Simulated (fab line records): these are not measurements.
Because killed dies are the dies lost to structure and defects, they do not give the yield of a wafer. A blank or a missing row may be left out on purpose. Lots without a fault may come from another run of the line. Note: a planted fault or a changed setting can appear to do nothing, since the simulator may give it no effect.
Which tool was responsible? | flow nandHarc | Sampling: 6 lots, 18 wafers, 5 of 1302 route steps

## WHAT THE GAUGES SHOWED, per wafer
NHARC_END_SORT_01.
lot  | measured     | on        | killedAtArray
L912 | day 27 01:59 | prober-02 | 672 670 672

## EACH LOT AND THE TOOL THAT RAN IT (in order: tool; ch and the chambers of the sampled wafers; start)
lot  | NHARC_A_CONTACT_ETCH_118           | NHARC_A_CONTACT_ETCH_121           | NHARC_A_CONTACT_ETCH_122           | NHARC_A_CONTACT_ETCH_123
L910 | harCapEtch-01 ch 0,1, day 23 16:11 | harCapEtch-01 ch 0,1, day 23 16:42 | harCapEtch-01 ch 0,1, day 23 16:52 | harCapEtch-01 ch 0,1, day 23 17:06
L912 | harCapEtch-02 ch 0,1, day 24 04:45 | harCapEtch-02 ch 0,1, day 24 05:16 | harCapEtch-02 ch 0,1, day 24 05:26 | harCapEtch-02 ch 0,1, day 24 05:39
L920 | harCapEtch-03 ch 0,1, day 27 15:32 | harCapEtch-03 ch 0,1, day 27 16:02 | harCapEtch-03 ch 0,1, day 27 16:12 | harCapEtch-03 ch 0,1, day 27 16:23
L921 | harCapEtch-03 ch 0,1, day 28 03:40 | harCapEtch-03 ch 0,1, day 28 04:11 | harCapEtch-03 ch 0,1, day 28 04:21 | harCapEtch-03 ch 0,1, day 28 04:35
L923 | harCapEtch-03 ch 0,1, day 28 13:09 | harCapEtch-03 ch 0,1, day 28 13:40 | harCapEtch-03 ch 0,1, day 28 13:50 | harCapEtch-03 ch 0,1, day 28 14:01
L925 | harCapEtch-03 ch 0, day 29 12:26   | harCapEtch-03 ch 0, day 29 12:57   | harCapEtch-03 ch 0, day 29 13:07   | harCapEtch-03 ch 0, day 29 13:21
- NHARC_A_CONTACT_ETCH_118: etches the open film in C4F8/O2/Ar, time 190 s, target depth 1850 nm.
- NHARC_A_CONTACT_ETCH_121: etches the open film in C4F8/O2/Ar, time 190 s, target depth 1850 nm.
- NHARC_A_CONTACT_ETCH_122: etches the open film in C4F8/O2/Ar, time 190 s, target depth 1850 nm.
- NHARC_A_CONTACT_ETCH_123: etches the open film in C4F8/O2/Ar, time 490 s, target depth 2110 nm.

## THE ANSWER, worked out from the rows above alone
Rule: usual is defined by the lots themselves. Put in order of their means at a reading, lots are off if they are a third of the lots or fewer, leave a main group of 4 or more, and stand apart from it by a gap of 3 or more times the standard deviation of the main group's means; of several such gaps the widest counts. A main group whose means are all the same, to the digits that the tables above print for the reading, isn't used. Also off: a lot with no number at a reading for which 4 or more lots have one. All remaining lots with rows at the step are treated as sound.
No lot is off on any of the readings shown, so nothing can be concluded from this.

## WHAT THE SIMULATOR HAD INSERTED
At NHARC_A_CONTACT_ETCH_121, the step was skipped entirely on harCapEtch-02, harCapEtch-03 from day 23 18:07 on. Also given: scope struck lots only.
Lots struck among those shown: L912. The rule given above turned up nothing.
